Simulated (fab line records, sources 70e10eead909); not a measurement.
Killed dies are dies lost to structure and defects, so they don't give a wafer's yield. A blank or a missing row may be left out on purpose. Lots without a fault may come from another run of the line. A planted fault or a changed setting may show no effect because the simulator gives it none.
Tool commonality check | flow nand_harc | 11 lots, 33 wafers sampled

WHY IT WAS OPENED
At NHARC_END_SORT_01 the reading killed_at_periphery is flagged on 2 of 11 lots. Wafers without a fault read 3.6, standard deviation 2.5.
Rule: a lot is flagged when every wafer of it that has a number lies more than 4 standard deviations from that mean, or none has a number. The other lots count as sound.

lot  | measured     | on        | killed_at_periphery, wafer by wafer | flag
L363 | day 20 13:37 | prober-01 | 0 3 0                               |
L370 | day 21 13:03 | prober-01 | 4 4 1                               |
L374 | day 22 04:41 | prober-01 | 638 652 643                         | FLAGGED
L373 | day 22 05:19 | prober-02 | 644 653 650                         | FLAGGED
L377 | day 22 21:02 | prober-02 | 4 3 2                               |
L379 | day 23 03:11 | prober-01 | 2 5 1                               |
L380 | day 23 03:58 | prober-02 | 3 5 4                               |
L381 | day 23 12:02 | prober-02 | 8 11 8                              |
L382 | day 23 19:44 | prober-02 | 6 7 6                               |
L386 | day 24 04:13 | prober-02 | 3 4 2                               |
L384 | day 25 01:52 | prober-02 | 2 2 6                               |
The numbers of the flagged lots are 646.7 on average: +643.1 against the usual, or +99 or more standard deviations.

WHICH TOOL RAN EACH LOT
The record holds 4 process steps before the reading, out of a route of 1159 steps. In each cell: the tool, then ch and the chambers that the sampled wafers went through, then the start.
lot  | flag    | NHARC_P_GATE_DESCUM_31             | NHARC_P_GATE_STRIP_108             | NHARC_P_GATE_ALD_36               | NHARC_P_GATE_DESCUM_61
L363 |         | rie_diel-07 ch 0,1,2, day 4 13:14  | rie_diel-07 ch 0,2,3, day 4 13:55  | ald_sin-04 ch 1,3, day 4 15:35    | rie_diel-07 ch 0,2,3, day 5 02:52
L370 |         | rie_diel-07 ch 0,1,2, day 6 12:22  | rie_diel-07 ch 1,3, day 6 12:58    | ald_sin-04 ch 1,2,3, day 6 14:40  | rie_diel-01 ch 1,2,3, day 7 02:55
L374 | FLAGGED | rie_diel-07 ch 0,1,2, day 7 06:15  | rie_diel-07 ch 0,2,3, day 7 06:58  | ald_sin-04 ch 0,1,3, day 7 07:36  | rie_diel-07 ch 1,2,3, day 7 19:58
L373 | FLAGGED | rie_diel-11 ch 0,2, day 7 06:08    | rie_diel-11 ch 1,3, day 7 07:01    | ald_sin-02 ch 0,2, day 7 07:38    | rie_diel-11 ch 1,3, day 7 22:17
L377 |         | rie_diel-11 ch 0,1,2, day 8 06:41  | rie_diel-07 ch 0,1,3, day 8 07:35  | ald_sin-02 ch 0,1,2, day 8 11:25  | rie_diel-07 ch 0,1, day 8 20:48
L379 |         | rie_diel-11 ch 0,1,3, day 8 16:25  | rie_diel-11 ch 0,1,3, day 8 17:03  | ald_sin-04 ch 1,2,3, day 8 17:41  | rie_diel-07 ch 0,1,3, day 9 06:13
L380 |         | rie_diel-07 ch 2,3, day 8 23:47    | rie_diel-07 ch 1,2,3, day 9 00:30  | ald_sin-01 ch 0,1,3, day 9 01:06  | rie_diel-01 ch 1,2,3, day 9 13:43
L381 |         | rie_diel-07 ch 0,1,2, day 8 23:38  | rie_diel-07 ch 0,1,2, day 9 00:23  | ald_sin-02 ch 1,2,3, day 9 01:01  | rie_diel-07 ch 1,2,3, day 9 13:22
L382 |         | rie_diel-07 ch 0,2,3, day 9 07:04  | rie_diel-11 ch 0,1,3, day 9 07:41  | ald_sin-02 ch 0,2,3, day 9 09:25  | rie_diel-07 ch 0,1,2, day 9 20:39
L386 |         | rie_diel-11 ch 0,2,3, day 10 05:06 | rie_diel-01 ch 0,1,3, day 10 05:43 | ald_sin-04 ch 0,1,3, day 10 06:21 | rie_diel-11 ch 0,1,2, day 10 18:50
L384 |         | rie_diel-11 ch 1,2,3, day 9 23:46  | rie_diel-11 ch 1,3, day 10 00:28   | ald_sin-02 ch 1,2, day 10 01:05   | rie_diel-11 ch 0,2, day 10 14:32
What these steps do:
- NHARC_P_GATE_DESCUM_31: chemistry O2, time 3 s.
- NHARC_P_GATE_STRIP_108: strips in O2.
- NHARC_P_GATE_ALD_36: deposits SiNx, target thk 20 nm, pulse time 60 s, ald cycles 223.
- NHARC_P_GATE_DESCUM_61: chemistry O2, time 3 s.
- NHARC_END_SORT_01

FLAGGED OVER TOTAL, TOOL BY TOOL (the gauges that took the reading come last)
step                   | tool        | lots run | flagged | share of the flagged lots | sound lots run after its first flagged lot
NHARC_P_GATE_DESCUM_31 | rie_diel-07 | 6        | 1       | some                      | 3 (L381,L380,L382)
NHARC_P_GATE_DESCUM_31 | rie_diel-11 | 5        | 1       | some                      | 4 (L377,L379,L384,L386)
NHARC_P_GATE_STRIP_108 | rie_diel-01 | 1        | 0       | none                      | -
NHARC_P_GATE_STRIP_108 | rie_diel-07 | 6        | 1       | some                      | 3 (L377,L381,L380)
NHARC_P_GATE_STRIP_108 | rie_diel-11 | 4        | 1       | some                      | 3 (L379,L382,L384)
NHARC_P_GATE_ALD_36    | ald_sin-01  | 1        | 0       | none                      | -
NHARC_P_GATE_ALD_36    | ald_sin-02  | 5        | 1       | some                      | 4 (L377,L381,L382,L384)
NHARC_P_GATE_ALD_36    | ald_sin-04  | 5        | 1       | some                      | 2 (L379,L386)
NHARC_P_GATE_DESCUM_61 | rie_diel-01 | 2        | 0       | none                      | -
NHARC_P_GATE_DESCUM_61 | rie_diel-07 | 6        | 1       | some                      | 4 (L377,L379,L381,L382)
NHARC_P_GATE_DESCUM_61 | rie_diel-11 | 3        | 1       | some                      | 2 (L384,L386)
NHARC_END_SORT_01      | prober-01   | 4        | 1       | some                      | 1 (L379)
NHARC_END_SORT_01      | prober-02   | 7        | 1       | some                      | 6 (L377,L380,L381,L382,L386,L384)

WHAT THE TABLE ALLOWS
No row of the table ran every flagged lot.

WHAT THE SIMULATOR HAD PUT IN
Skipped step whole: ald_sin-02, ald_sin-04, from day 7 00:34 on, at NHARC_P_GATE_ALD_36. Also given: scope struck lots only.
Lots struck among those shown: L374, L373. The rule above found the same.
